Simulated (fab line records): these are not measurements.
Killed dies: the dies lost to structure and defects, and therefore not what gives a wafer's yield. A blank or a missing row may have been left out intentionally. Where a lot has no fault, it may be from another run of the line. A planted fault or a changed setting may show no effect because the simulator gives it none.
fab line records	flow n5Finfet
[record] lots = 7	wafers = 39
route steps=1938 shown BEOL_M2@841 BEOL_M3@980 BEOL_M5@1115 BEOL_M6@1251 BEOL_M10@1524 BEOL_M11@1554
startH: hours from the record's first day to the start of the lot's first wafer shown	waitH: how many hours have passed since the lot's step before this one	" same as the row above	L1.1+2: several wafers, shown together as one row	- no value present, or no start provided	* or withheld: withheld	< > ~ a bound
route shown NAME@n: names a module that has steps shown in the file, with the first one's number in the route	usual: mean/standard deviation taken from wafers without a fault	same: alike in all rows	chamber/n: place in a boat	sites: per-site readings	_std_site: the values' standard deviation	_edge_site: inner sites' mean taken away from outer sites' mean	radiusMm: how far each site lies from the wafer's centre	mask NAME#n: copy n	behind: tool/chamber where the wafer was last shaped	hold: cause of the lot's hold/its duration in hours/its outcome	device: whichever transistor did not switch (one of n, p or np)	end of line: tests of these same wafers at the route's end	a step without rows: its recipe alone	killed: the dies lost at the first sort to structure and to defects; this is not the yield of the wafer	map: shows each die of a wafer: x if killed, . if not, _ if none is there
set.NAME: setting as actually run; set.NAME@STEP: the setting as run at that earlier step	model.NAME: the simulator's own value behind a step, which no gauge read
lots with deliberately changed settings; one table per step, one row per wafer
[[steps]]
[step N5_BEOL_M2_ILD_DEP_00]
[recipe] material = SiOC	targetThkA = 790	tempC = 350	precursor = DEMS/O2	pressureTorr = 5	rfW = 500	timeS = 15.3
lot.wafer	tool	chamber	startH	waitH	set.timeS	model.SiOC_of_BEOL_M2_ILD_DEP_00.thkNm
L081.1+2	pecvd-01	2,1	184.89	0.0	15.3	79
L081.3	"	0	"	"	15.3	78
L081.4	"	0	"	"	15.3	79.8
L081.5	"	1	"	"	15.3	79.2
L081.6	"	2	"	"	15.3	81.4
L082.1	pecvd-03	2	185.61	0.0	10.34	53.4
L082.2	"	1	"	"	10.34	54
L082.3	"	0	"	"	15.3	77.8
L082.4	"	0	"	"	15.3	78.6
L082.5	"	1	"	"	15.3	81.2
L082.6	"	2	"	"	10.34	53.8
L093.1	pecvd-04	2	253.91	0.0	10.93	57.2
L093.2	"	0	"	"	10.93	55.6
L093.3	"	1	"	"	15.3	78.8
L093.4	"	0	"	"	15.3	79.6
L093.5	"	1	"	"	10.93	57
L093.6	"	2	"	"	15.3	80.4
L094.1	pecvd-01	1	272.34	0.0	15.3	79.4
L094.2	"	0	"	"	15.3	79
L094.3	"	2	"	"	15.3	79.8
L094.4	"	2	"	"	15.3	81
L094.5	"	1	"	"	15.3	79.2
L094.6	"	0	"	"	15.3	80.4
L095.1	pecvd-03	0	275.85	0.0	20.56	103
L095.2	"	2	"	"	15.3	77.4
L095.3	"	1	"	"	20.56	104.6
L095.4	"	0	"	"	20.56	104.8
L095.5	"	2	"	"	15.3	79.2
L095.6	"	1	"	"	15.3	79.6
L096.1	pecvd-01	2	284.50	0.0	15.3	79.6
L096.3	"	1	"	"	15.3	79.4
L096.5	"	2	"	"	15.3	80.4
L097.1	pecvd-03	1	289.20	0.0	15.3	78.8
L097.2	"	2	"	"	11.31	57.4
L097.3	"	0	"	"	15.3	77.4
L097.4	"	1	"	"	11.31	59.6
L097.5	"	0	"	"	11.31	58.6
L097.6	"	2	"	"	15.3	79
[step N5_BEOL_M2_THK_MEAS_01]
[recipe] reads = SiOC_of_BEOL_M2_ILD_DEP_00
[usual] M2_ILD_THK = 79.1/1.1
lot.wafer	tool	chamber	startH	waitH	set.timeS@BEOL_M2_ILD_DEP_00	M2_ILD_THK[nm]
L081.1	filmMetro-02	-	184.95	0.0	15.3	79.0
L081.2	"	-	"	"	15.3	79.0
L081.3	"	-	"	"	15.3	78.0
L081.4	"	-	"	"	15.3	79.9
L081.5	"	-	"	"	15.3	79.1
L081.6	"	-	"	"	15.3	81.4
L082.1	filmMetro-02	-	185.67	0.0	10.34	53.3
L082.2	"	-	"	"	10.34	54.1
L082.3	"	-	"	"	15.3	77.8
L082.4	"	-	"	"	15.3	78.6
L082.5	"	-	"	"	15.3	81.2
L082.6	"	-	"	"	10.34	53.8
L093.1	filmMetro-02	-	253.98	0.0	10.93	57.2
L093.2	"	-	"	"	10.93	55.6
L093.3	"	-	"	"	15.3	78.8
L093.4	"	-	"	"	15.3	79.5
L093.5	"	-	"	"	10.93	57.0
L093.6	"	-	"	"	15.3	80.5
L094.1	filmMetro-02	-	272.40	0.0	15.3	79.4
L094.2	"	-	"	"	15.3	79.0
L094.3	"	-	"	"	15.3	79.8
L094.4	"	-	"	"	15.3	80.9
L094.5	"	-	"	"	15.3	79.1
L094.6	"	-	"	"	15.3	80.4
L095.1	filmMetro-01	-	275.91	0.0	20.56	103.1
L095.2	"	-	"	"	15.3	77.4
L095.3	"	-	"	"	20.56	104.6
L095.4	"	-	"	"	20.56	104.7
L095.5	"	-	"	"	15.3	79.3
L095.6	"	-	"	"	15.3	79.7
L096.1	filmMetro-01	-	284.57	0.0	15.3	79.6
L096.3	"	-	"	"	15.3	79.4
L096.5	"	-	"	"	15.3	80.5
L097.1	filmMetro-01	-	289.27	0.0	15.3	78.7
L097.2	"	-	"	"	11.31	57.4
L097.3	"	-	"	"	15.3	77.5
L097.4	"	-	"	"	11.31	59.6
L097.5	"	-	"	"	11.31	58.6
L097.6	"	-	"	"	15.3	78.9
[step N5_BEOL_M3_TRENCH_ETCH_37]
[recipe] chemistry = C4F6/O2	targetDepthA = 555.55	target = SiOC	timeS = 29.2	ionEnergyEv = 250	pressureMtorr = 30	sourceW = 355	biasW = 185	Ar_flow_sccm = 300	C4F6_flow_sccm = 10	O2_flow_sccm = 10
lot.wafer	tool	chamber	startH	waitH	set.targetDepthA	model.etch.depthNm	model.BEOL_M3.featureDepthNm	model.TiN_of_BEOL_M3_HM_DEP_02.thkNm
L081.1	rieDiel-01	2	-	-	555.55	55.9	55.8	18
L081.2	"	3	"	"	555.55	56.31	56.4	17.8
L081.3	"	0	"	"	555.55	55.66	55.6	17.8
L081.4	"	1	"	"	555.55	54.77	54.8	18
L081.5	"	3	"	"	555.55	55.94	56	17.8
L081.6	"	0	"	"	555.55	55.37	55.4	18
L082.1	rieDiel-03	3	-	-	555.55	54.65	54.6	17.6
L082.2	"	0	"	"	555.55	55.28	55.2	17.6
L082.3	"	2	"	"	235.4	23.63	23.6	19
L082.4	"	1	"	"	555.55	57.31	57.4	17.8
L082.5	"	2	"	"	235.4	23.81	23.8	19.2
L082.6	"	3	"	"	235.4	23.11	23.2	18.8
L093.1	rieDiel-01	2	-	-	555.55	55.34	55.4	17.4
L093.2	"	1	"	"	555.55	54.65	54.6	17.8
L093.3	"	0	"	"	555.55	54.85	54.8	17.6
L093.4	"	3	"	"	555.55	56.28	56.2	17.6
L093.5	"	3	"	"	555.55	55.65	55.6	17.4
L093.6	"	0	"	"	555.55	54.69	54.6	17.2
L094.1	rieDiel-03	1	-	-	555.55	57	57	17.6
L094.2	"	0	"	"	555.55	55.14	55.2	17.6
L094.3	"	2	"	"	555.55	54.96	55	17.4
L094.4	"	3	"	"	555.55	54.32	54.4	17.8
L094.5	"	3	"	"	555.55	54.54	54.6	17.8
L094.6	"	2	"	"	555.55	55.19	55.2	17.4
L095.1	rieDiel-03	3	-	-	833.3	81.12	81.2	16.2
L095.2	"	1	"	"	555.55	56.9	57	17.4
L095.3	"	2	"	"	833.3	82.52	82.6	16.4
L095.4	"	0	"	"	555.55	55.06	55	17.6
L095.5	"	2	"	"	555.55	55.3	55.4	17.4
L095.6	"	3	"	"	833.3	80.93	81	16.4
L096.1	rieDiel-01	0	-	-	555.55	55.28	55.2	17.8
L096.3	"	2	"	"	555.55	55.55	55.6	17.8
L096.5	"	0	"	"	555.55	55.13	55.2	17.6
L097.1	rieDiel-02	2	-	-	406.4	40.45	40.4	18.2
L097.2	"	3	"	"	406.4	41.85	41.8	18.2
L097.3	"	0	"	"	555.55	56.1	56	18
L097.4	"	1	"	"	555.55	54.59	54.6	17.6
L097.5	"	1	"	"	406.4	40.42	40.4	18.4
L097.6	"	0	"	"	555.55	56.12	56.2	17.8
[step N5_BEOL_M3_ETCH_41]
[recipe] chemistry = CH3F/O2	target = SiCN	targetDepthA = 299	taperDeg = 2	timeS = 52.5	ionEnergyEv = 120	maskMaterial = TiN	pressureMtorr = 30	sourceW = 395	biasW = 75	Ar_flow_sccm = 150	CH3F_flow_sccm = 30	O2_flow_sccm = 20
[step N5_BEOL_M3_STRIP_97]
[recipe] chemistry = N2/H2	timeS = 10	powerW = 450	tempC = 40	pressureMtorr = 20	rfFrequencyHz = 6e+07	biasPowerW = 7	n2FlowSccm = 200	h2FlowSccm = 200
[step N5_BEOL_M3_OCD_MEAS_38]
[usual] trenchDepthNm = 55.5/0.86
lot.wafer	tool	chamber	startH	waitH	set.targetDepthA@BEOL_M3_TRENCH_ETCH_37	trenchDepthNm
L081.1	ocd-02	-	199.43	-	555.55	55.8
L081.2	"	-	"	"	555.55	56.3
L081.3	"	-	"	"	555.55	56.0
L081.4	"	-	"	"	555.55	55.0
L081.5	"	-	"	"	555.55	56.1
L081.6	"	-	"	"	555.55	55.9
L082.1	ocd-01	-	202.33	-	555.55	54.3
L082.2	"	-	"	"	555.55	55.0
L082.3	"	-	"	"	235.4	23.5
L082.4	"	-	"	"	555.55	57.1
L082.5	"	-	"	"	235.4	23.9
L082.6	"	-	"	"	235.4	23.1
L093.1	ocd-02	-	285.23	-	555.55	55.4
L093.2	"	-	"	"	555.55	54.5
L093.3	"	-	"	"	555.55	54.7
L093.4	"	-	"	"	555.55	56.4
L093.5	"	-	"	"	555.55	55.6
L093.6	"	-	"	"	555.55	55.3
L094.1	ocd-01	-	298.38	-	555.55	57.1
L094.2	"	-	"	"	555.55	54.9
L094.3	"	-	"	"	555.55	55.4
L094.4	"	-	"	"	555.55	54.4
L094.5	"	-	"	"	555.55	54.3
L094.6	"	-	"	"	555.55	55.0
L095.1	ocd-02	-	301.61	-	833.3	81.1
L095.2	"	-	"	"	555.55	56.9
L095.3	"	-	"	"	833.3	82.4
L095.4	"	-	"	"	555.55	54.9
L095.5	"	-	"	"	555.55	55.6
L095.6	"	-	"	"	833.3	81.0
L096.1	ocd-01	-	314.12	-	555.55	55.2
L096.3	"	-	"	"	555.55	55.3
L096.5	"	-	"	"	555.55	54.9
L097.1	ocd-01	-	322.78	-	406.4	40.5
L097.2	"	-	"	"	406.4	42.5
L097.3	"	-	"	"	555.55	55.6
L097.4	"	-	"	"	555.55	54.6
L097.5	"	-	"	"	406.4	40.4
L097.6	"	-	"	"	555.55	56.7
[step N5_BEOL_M5_PECVD_70]
[recipe] material = SiO2	targetThkA = 160	tempC = 400	precursor = TEOS/O2	pressureTorr = 5.5	rfW = 450	teosFlowSccm = 53.8	gas = O2	flowSccm = 3000	timeS = 18
lot.wafer	tool	chamber	startH	waitH	set.timeS	model.SiO2_of_BEOL_M5_PECVD_70.thkNm
L082.1	pecvd-04	0	231.84	0.0	11.4	10
L082.2+5	"	1,0	"	"	18	16
L082.3	"	2	"	"	11.4	10.2
L082.4	"	2	"	"	18	16.2
L082.6	"	1	"	"	11.4	10.8
L081.1+4	pecvd-04	1,0	238.55	0.0	13.42	12
L081.2	"	2	"	"	13.42	11.6
L081.3	"	0	"	"	18	15.8
L081.5	"	1	"	"	18	16.2
L081.6	"	2	"	"	18	16.6
L093.1+4	pecvd-04	1,2	319.32	0.0	10.29	9.2
L093.2	"	0	"	"	18	15.8
L093.3	"	2	"	"	10.29	9
L093.5+6	"	1,0	"	"	18	16
L094.1+2	pecvd-04	0,2	332.37	0.0	18	15.6
L094.3+4+6	"	1,0,2	"	"	18	15.8
L094.5	"	1	"	"	18	16.2
L095.1+5	pecvd-01	1,2	332.59	0.0	18	16
L095.2	"	2	"	"	18	16.2
L095.3	"	0	"	"	14.26	12.4
L095.4+6	"	1,0	"	"	14.26	13
L096.1	pecvd-02	0	341.19	0.0	18	15.8
L096.3	"	2	"	"	18	16
L096.5	"	2	"	"	18	16.2
L097.1+5	pecvd-02	2	342.44	0.0	23.64	20.6
L097.2	"	0	"	"	18	15.6
L097.3	"	1	"	"	23.64	20.4
L097.4+6	"	1,0	"	"	18	16
[step N5_BEOL_M6_ALD_77]
[recipe] material = TaN	targetThkA = 20	tempC = 275	aldPrecursorFamily = PDMAT	aldCoReactant = NH3	pressureTorr = 3	carrierFlowSccm = 1500	pulseTimeS = 2	purgeTimeS = 3	coReactantPurgeTimeS = 2	coReactantPulseTimeS = 3	aldCycles = 40	precursorVesselTempC = 75	precursorVesselPressureTorr = 26.25	precursorVesselCarrierSccm = 1000
lot.wafer	tool	chamber	startH	waitH	set.aldCycles	model.TaN_of_BEOL_M6_ALD_77.thkNm
L082.1+4+5	aldMetal-04	3,0,3	252.61	0.0	19	1
L082.2+3+6	"	2,1,0	"	"	40	2
L081.1+4+5	aldMetal-01	0,2,2	254.21	0.0	40	2
L081.2+3+6	"	3,1,1	"	"	60	3
L093.1+2+4	aldMetal-02	3,1,2	333.39	0.0	23	1.2
L093.3+5+6	"	0,1,0	"	"	40	2
L095.1+3+5	aldMetal-01	3,0,3	359.21	0.0	53	2.6
L095.2+4+6	"	1,2,0	"	"	40	2
L094.1+3	aldMetal-04	1,2	359.30	0.1	34	1.8
L094.2+4+6	"	0,3,0	"	"	40	2
L094.5	"	3	"	"	34	1.6
L096.1+3+5	aldMetal-04	0,3,2	362.51	0.0	40	2
L097.1+2+3+4+5+6	aldMetal-02	1,2,3,0,0,1	365.67	0.1	40	2
[step N5_BEOL_M10_ALD_74]
[recipe] material = TaN	targetThkA = 20	tempC = 275	aldPrecursorFamily = PDMAT	aldCoReactant = NH3	pressureTorr = 3	carrierFlowSccm = 1500	pulseTimeS = 2	purgeTimeS = 3	coReactantPurgeTimeS = 2	coReactantPulseTimeS = 3	aldCycles = 40	precursorVesselTempC = 75	precursorVesselPressureTorr = 26.25	precursorVesselCarrierSccm = 1000
lot.wafer	tool	chamber	startH	waitH	set.aldCycles	model.TaN_of_BEOL_M10_ALD_74.thkNm
L082.1+2+3+4+5+6	aldMetal-02	2,0,1,0,1,2	288.67	0.0	40	2
L081.1+5+6	aldMetal-01	2,2,3	292.79	0.1	40	2
L081.2+3+4	"	3,0,1	"	"	32	1.6
L093.1+3+5	aldMetal-04	2,3,3	373.72	0.2	19	1
L093.2+4+6	"	1,0,0	"	"	40	2
L094.1+2+6	aldMetal-01	1,3,2	398.72	0.0	40	2
L094.3+4+5	"	2,0,1	"	"	57	2.8
L096.1+3+5	aldMetal-01	0,1,3	400.59	0.1	40	2
L097.1+2+3+4+5+6	aldMetal-04	1,0,3,3,1,0	400.71	0.1	40	2
L095.1+2+3+4+5+6	aldMetal-04	1,3,0,1,0,3	401.58	0.2	40	2
[step N5_BEOL_M11_ETCH_62]
[recipe] chemistry = N2/H2	target = SOC	targetDepthA = 1100	overetchA = 220	maskMaterial = SiARC	tempC = 40	timeS = 165	ionEnergyEv = 200	pressureMtorr = 30	sourceW = 840	biasW = 150	n2FlowSccm = 200	h2FlowSccm = 200
lot.wafer	tool	chamber	startH	waitH	set.timeS	model.etch.depthNm	model.SiARC_of_BEOL_M11_COAT_60.thkNm	model.BEOL_M11.cdOffsetNm
L082.1	rieDiel-01	0	292.84	0.0	71.06	55.95	27.2	-2
L082.2	"	1	"	"	165	99.95	23.6	-0.8
L082.3	"	3	"	"	165	100.2	23.2	0.2
L082.4	"	2	"	"	165	99.68	23.4	-0.6
L082.5	"	2	"	"	71.06	56.79	27.2	-2.6
L082.6	"	3	"	"	71.06	57.69	27	-1.6
L081.1	rieDiel-01	0	296.97	0.0	165	99.63	23.6	-0.4
L081.2	"	1	"	"	165	99.96	23.6	-0.4
L081.3	"	2	"	"	165	100	23.4	-0.6
L081.4	"	3	"	"	165	100.2	23.2	-0.2
L081.5	"	3	"	"	165	99.85	23.4	-0.2
L081.6	"	2	"	"	165	100.2	23.4	-1
L093.1	rieDiel-02	1	376.84	0.0	165	99.83	23.8	-0.8
L093.2	"	3	"	"	165	100.2	23.4	0
L093.3	"	0	"	"	165	99.83	23.6	0.4
L093.4	"	3	"	"	238.5	100.2	20.4	1.6
L093.5	"	0	"	"	238.5	99.83	20.8	1.8
L093.6	"	1	"	"	238.5	100.1	21	1
L094.1	rieDiel-01	1	406.77	0.0	89.49	73.22	26.4	-1.2
L094.2	"	2	"	"	165	100.2	23.4	-0.6
L094.3	"	3	"	"	89.49	73.16	26.4	-1.4
L094.4	"	3	"	"	165	100.1	23.2	-0.2
L094.5	"	1	"	"	165	100.3	23.4	-0.2
L094.6	"	2	"	"	89.49	71.58	26.4	-2
L096.1	rieDiel-03	0	406.94	0.0	165	99.85	23.4	-0.6
L096.3	"	1	"	"	165	100.3	23	-0.6
L096.5	"	0	"	"	165	100.2	23.4	-0.6
L097.1	rieDiel-01	3	407.02	0.0	165	100	23.2	-1.2
L097.2	"	2	"	"	80.09	63.56	26.8	-2.2
L097.3	"	1	"	"	80.09	65	26.6	-2
L097.4	"	2	"	"	80.09	63.24	26.8	-2.4
L097.5	"	3	"	"	165	99.58	23.2	0.2
L097.6	"	1	"	"	165	99.89	23.2	0.2
L095.1	rieDiel-01	3	407.27	0.0	165	99.82	23.2	0
L095.2	"	2	"	"	165	99.75	23.4	0.4
L095.3	"	1	"	"	165	100	23.2	0.2
L095.4	"	2	"	"	223.8	100	21	1.6
L095.5	"	3	"	"	223.8	100.1	20.8	1.2
L095.6	"	1	"	"	223.8	99.87	20.6	2
[step N5_BEOL_M11_STRIP_68]
[recipe] chemistry = N2/H2	tempC = 40	n2FlowSccm = 200	h2FlowSccm = 200	rfFrequencyHz = 6e+07
[step N5_BEOL_M11_STRIP_67]
[recipe] chemistry = CF4	resist = SiARC	powerW = 300	biasPowerW = 75	pressureMtorr = 50	cf4FlowSccm = 150	rfFrequencyHz = 6e+07
[step N5_BEOL_M11_HM_OPEN_17]
[recipe] chemistry = Cl2/BCl3	targetDepthA = 200	overetchA = 60	target = TiN	maskMaterial = SOC	ionEnergyEv = 150	pressureMtorr = 10	icpW = 1000	biasW = 126	Cl2_flow_sccm = 53.25	bcl3FlowSccm = 21.75	Ar_flow_sccm = 25
[usual] oesProductAu = 0.68/0.078
lot.wafer	tool	chamber	startH	waitH	set.timeS@BEOL_M11_ETCH_62	oesProductAu	model.BEOL_M11.cdOffsetNm
L082.1	rieMetal-01	0	293.03	0.0	71.06	0.36	-2
L082.2	"	1	"	"	165	0.83	-0.8
L082.3	"	1	"	"	165	0.82	0
L082.4	"	0	"	"	165	0.81	-0.6
L082.5	"	1	"	"	71.06	0.36	-2.6
L082.6	"	0	"	"	71.06	0.36	-1.6
L081.1	rieMetal-01	1	297.16	0.0	165	0.81	-0.4
L081.2	"	0	"	"	165	0.80	-0.2
L081.3	"	0	"	"	165	0.81	-0.4
L081.4	"	1	"	"	165	0.81	-0.2
L081.5	"	1	"	"	165	0.82	-0.2
L081.6	"	0	"	"	165	0.81	-1
L093.1	rieMetal-03	1	377.04	0.0	165	0.70	-0.6
L093.2	"	0	"	"	165	0.66	0
L093.3	"	1	"	"	165	0.70	0.6
L093.4	"	0	"	"	238.5	0.53	1.6
L093.5	"	0	"	"	238.5	0.53	2
L093.6	"	1	"	"	238.5	0.56	1.2
L094.1	rieMetal-03	0	406.96	0.0	89.49	0.29	-1.2
L094.2	"	1	"	"	165	0.70	-0.6
L094.3	"	1	"	"	89.49	0.31	-1.4
L094.4	"	0	"	"	165	0.68	-0.2
L094.5	"	1	"	"	165	0.69	0
L094.6	"	0	"	"	89.49	0.29	-2.2
L096.1	rieMetal-01	0	407.12	0.0	165	0.74	-0.4
L096.3	"	0	"	"	165	0.74	-0.4
L096.5	"	1	"	"	165	0.72	-0.4
L097.1	rieMetal-02	1	407.21	0.0	165	0.63	-1.2
L097.2	"	0	"	"	80.09	0.29	-2.4
L097.3	"	1	"	"	80.09	0.27	-2
L097.4	"	0	"	"	80.09	0.29	-2.6
L097.5	"	0	"	"	165	0.67	0
L097.6	"	1	"	"	165	0.61	0.2
L095.1	rieMetal-02	1	407.46	0.0	165	0.61	0.2
L095.2	"	0	"	"	165	0.67	0.2
L095.3	"	0	"	"	165	0.67	0
L095.4	"	1	"	"	223.8	0.52	1.8
L095.5	"	1	"	"	223.8	0.52	1.4
L095.6	"	0	"	"	223.8	0.56	1.8
[step N5_BEOL_M11_STRIP_19]
[recipe] chemistry = O2	powerW = 400	tempC = 40	pressureMtorr = 30	rfFrequencyHz = 6e+07	biasPowerW = 0	overashFraction = 0.2	o2FlowSccm = 225
[step N5_BEOL_M11_CD_MEAS_18]
[recipe] pitchNm = 140	targetCdNm = 70
[usual] cdNm = 70.0/0.72
lot.wafer	tool	chamber	startH	waitH	set.timeS@BEOL_M11_ETCH_62	cdNm
L082.1	cdSem-02	-	293.25	0.0	71.06	-
L082.2	"	-	"	"	165	69.0
L082.3	"	-	"	"	165	69.9
L082.4	"	-	"	"	165	69.2
L082.5	"	-	"	"	71.06	-
L082.6	"	-	"	"	71.06	-
L081.1	cdSem-01	-	297.34	0.0	165	69.4
L081.2	"	-	"	"	165	69.9
L081.3	"	-	"	"	165	69.3
L081.4	"	-	"	"	165	69.8
L081.5	"	-	"	"	165	70.0
L081.6	"	-	"	"	165	69.1
L093.1	cdSem-02	-	377.26	0.0	165	69.5
L093.2	"	-	"	"	165	69.8
L093.3	"	-	"	"	165	70.5
L093.4	"	-	"	"	238.5	72.1
L093.5	"	-	"	"	238.5	72.2
L093.6	"	-	"	"	238.5	71.4
L094.1	cdSem-03	-	407.17	0.0	89.49	-
L094.2	"	-	"	"	165	69.6
L094.3	"	-	"	"	89.49	-
L094.4	"	-	"	"	165	69.4
L094.5	"	-	"	"	165	70.2
L094.6	"	-	"	"	89.49	-
L096.1	cdSem-02	-	407.33	0.0	165	69.7
L096.3	"	-	"	"	165	69.9
L096.5	"	-	"	"	165	69.7
L097.1	cdSem-01	-	407.51	0.0	165	69.0
L097.2	"	-	"	"	80.09	-
L097.3	"	-	"	"	80.09	-
L097.4	"	-	"	"	80.09	-
L097.5	"	-	"	"	165	70.0
L097.6	"	-	"	"	165	70.1
L095.1	cdSem-02	-	407.64	0.0	165	70.3
L095.2	"	-	"	"	165	70.2
L095.3	"	-	"	"	165	69.9
L095.4	"	-	"	"	223.8	72.1
L095.5	"	-	"	"	223.8	71.8
L095.6	"	-	"	"	223.8	72.1
[step N5_BEOL_M11_COAT_63]
[recipe] resist = SOC	tempC = 250	timeS = 60	spinRpm = 1500	resistThkNm = 100
[step N5_BEOL_M11_COAT_64]
[recipe] resist = SiARC	tempC = 220	timeS = 60	spinRpm = 1500	resistThkNm = 30
[step N5_BEOL_M11_PRECLEAN_42]
[recipe] chemistry = residueRemover	timeS = 60	tempC = 40
[step N5_BEOL_M11_SRD_43]
[recipe] timeS = 30	tempC = 23	rinseLiquid = diw	dry = ipaMarangoni
[step N5_BEOL_M11_CD_MEAS_35]
[recipe] targetCdNm = 70	polarity = opening
[usual] cdNm = 70.0/0.69
lot.wafer	tool	chamber	startH	waitH	set.timeS@BEOL_M11_ETCH_62	cdNm
L082.1	cdSem-01	-	294.84	0.0	71.06	-
L082.2	"	-	"	"	165	69.2
L082.3	"	-	"	"	165	70.2
L082.4	"	-	"	"	165	69.0
L082.5	"	-	"	"	71.06	-
L082.6	"	-	"	"	71.06	-
L081.1	cdSem-02	-	299.39	0.0	165	69.6
L081.2	"	-	"	"	165	69.9
L081.3	"	-	"	"	165	69.9
L081.4	"	-	"	"	165	69.5
L081.5	"	-	"	"	165	69.7
L081.6	"	-	"	"	165	69.0
L093.1	cdSem-02	-	378.43	0.0	165	69.3
L093.2	"	-	"	"	165	69.9
L093.3	"	-	"	"	165	70.2
L093.4	"	-	"	"	238.5	71.7
L093.5	"	-	"	"	238.5	72.4
L093.6	"	-	"	"	238.5	71.3
L096.1	cdSem-01	-	409.78	0.0	165	69.8
L096.3	"	-	"	"	165	69.7
L096.5	"	-	"	"	165	69.5
L094.1	cdSem-03	-	409.96	0.0	89.49	-
L094.2	"	-	"	"	165	69.4
L094.3	"	-	"	"	89.49	-
L094.4	"	-	"	"	165	70.0
L094.5	"	-	"	"	165	70.0
L094.6	"	-	"	"	89.49	-
L095.1	cdSem-01	-	409.99	0.0	165	69.9
L095.2	"	-	"	"	165	70.1
L095.3	"	-	"	"	165	70.1
L095.4	"	-	"	"	223.8	72.0
L095.5	"	-	"	"	223.8	71.9
L095.6	"	-	"	"	223.8	72.0
L097.1	cdSem-03	-	410.86	0.0	165	68.7
L097.2	"	-	"	"	80.09	-
L097.3	"	-	"	"	80.09	-
L097.4	"	-	"	"	80.09	-
L097.5	"	-	"	"	165	70.1
L097.6	"	-	"	"	165	69.9
[[key]]
[split] step = N5_BEOL_M2_ILD_DEP_00	setting = timeS	stated = 15.3	by = wafer
[response] step = N5_BEOL_M2_ILD_DEP_00	reading = model.SiOC_of_BEOL_M2_ILD_DEP_00.thkNm	change = +0.771	per = 1%	r = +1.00
[response] step = N5_BEOL_M2_THK_MEAS_01	reading = M2_ILD_THK	change = +0.77	per = 1%	r = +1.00
[split] step = N5_BEOL_M3_TRENCH_ETCH_37	setting = targetDepthA	stated = 555.55	by = wafer
[response] step = N5_BEOL_M3_TRENCH_ETCH_37	reading = model.etch.depthNm	change = +0.541	per = 1%	r = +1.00
[response] step = N5_BEOL_M3_TRENCH_ETCH_37	reading = model.BEOL_M3.featureDepthNm	change = +0.541	per = 1%	r = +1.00
[response] step = N5_BEOL_M3_TRENCH_ETCH_37	reading = model.TiN_of_BEOL_M3_HM_DEP_02.thkNm	change = -0.0223	per = 1%	r = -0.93
[response] step = N5_BEOL_M3_OCD_MEAS_38	reading = trenchDepthNm	change = +0.537	per = 1%	r = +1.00
[split] step = N5_BEOL_M5_PECVD_70	setting = timeS	stated = 18	by = wafer
[response] step = N5_BEOL_M5_PECVD_70	reading = model.SiO2_of_BEOL_M5_PECVD_70.thkNm	change = +0.158	per = 1%	r = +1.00
[split] step = N5_BEOL_M6_ALD_77	setting = aldCycles	stated = 40	by = wafer
[response] step = N5_BEOL_M6_ALD_77	reading = model.TaN_of_BEOL_M6_ALD_77.thkNm	change = +0.0192	per = 1%	r = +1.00
[split] step = N5_BEOL_M10_ALD_74	setting = aldCycles	stated = 40	by = wafer
[response] step = N5_BEOL_M10_ALD_74	reading = model.TaN_of_BEOL_M10_ALD_74.thkNm	change = +0.019	per = 1%	r = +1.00
[split] step = N5_BEOL_M11_ETCH_62	setting = timeS	stated = 165	by = wafer
[response] step = N5_BEOL_M11_ETCH_62	reading = model.etch.depthNm	shape = bent	atLowest = 56.81	atStated = 99.98	atHighest = 100
[response] step = N5_BEOL_M11_ETCH_62	reading = model.SiARC_of_BEOL_M11_COAT_60.thkNm	change = -0.0668	per = 1%	r = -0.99
[response] step = N5_BEOL_M11_ETCH_62	reading = model.BEOL_M11.cdOffsetNm	change = +0.033	per = 1%	r = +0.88
[response] step = N5_BEOL_M11_HM_OPEN_17	reading = oesProductAu	shape = bent	atLowest = 0.36	atStated = 0.73	atHighest = 0.54
[response] step = N5_BEOL_M11_HM_OPEN_17	reading = model.BEOL_M11.cdOffsetNm	change = +0.0339	per = 1%	r = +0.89
[response] step = N5_BEOL_M11_CD_MEAS_18	reading = cdNm	change = +0.0474	per = 1%	r = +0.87
[response] step = N5_BEOL_M11_CD_MEAS_35	reading = cdNm	change = +0.0487	per = 1%	r = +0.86
